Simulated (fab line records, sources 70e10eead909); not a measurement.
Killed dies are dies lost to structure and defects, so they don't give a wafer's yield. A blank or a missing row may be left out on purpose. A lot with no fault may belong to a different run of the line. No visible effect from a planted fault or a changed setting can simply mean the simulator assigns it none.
A lot that was struck, set against a sound lot :: flow nandHarc :: 12 steps out of a route of 1302
Sound: wafers L372.1, L372.4, L372.5. The struck wafers were L359.2, L359.3, L359.5. The cause comes at the end.
Per side, at each step with rows, come the tool, then ch with its chambers, and then its first start. Under that, the readings that differ: sound wafers :: struck wafers :: difference of the means :: sigmas: that difference in standard deviations of wafers without a fault.
alike: a reading whose means differ by less than 2 such deviations, as well as words and numbers matching on both sides. not compared: withheld readings; readings where some wafer has no value; bounds like >300 that might hide an equal value; numbers whose values overlap and for which the record gives no deviation.
The two part at a step that has a row with sigmas, a row that says differs or no value, or rows on one side only. Numbers that have no deviation but don't overlap get no sigmas and don't part them. A reading that every wafer of one side lacks parts them only if that side has two wafers or more.

NHARC_P_START_INSPECT_01:
  sound on defectInspect-02 at day 9 18:02; struck on defectInspect-01 at day 4 08:02
  alike: rawDefectCount
then, 9 steps without rows for these wafers: NHARC_P_ZERO_WELL_PRECLEAN_00 (cleans in SPM, time 600 s); NHARC_P_ZERO_WELL_SRD_01; NHARC_P_ZERO_WELL_PECVD_02 (deposits SiO2, target thk 10 nm); NHARC_P_ZERO_WELL_DEHYDRATE_03 (time 120 s); NHARC_P_ZERO_WELL_HMDS_04 (time 30 s); NHARC_P_ZERO_WELL_COAT_64 (time 65 s); NHARC_P_ZERO_WELL_COAT_05 (resist thk 600 nm); NHARC_P_ZERO_WELL_SOFTBAKE_06 (time 70 s); NHARC_P_ZERO_WELL_EBR_07.
NHARC_P_ZERO_WELL_EXPOSE_08: exposes mask P ZERO, target cd 500 nm.
  sound on krfScanner-03 ch 0, day 9 19:06; struck on krfScanner-03, day 4 08:58
  no value came back on the struck wafers for exposureDoseMJCm2, focusOffsetNm (nm); on the sound wafers exposureDoseMJCm2 reads 33.72 33.73 33.75
  alike: mask
then, 1 step without rows for these wafers: NHARC_P_ZERO_WELL_PEB_09 (peb time 80 s).

== WHERE THEY PART ==
Only at NHARC_P_ZERO_WELL_EXPOSE_08, as far as this record shows.

WHY: the cause the simulator had injected
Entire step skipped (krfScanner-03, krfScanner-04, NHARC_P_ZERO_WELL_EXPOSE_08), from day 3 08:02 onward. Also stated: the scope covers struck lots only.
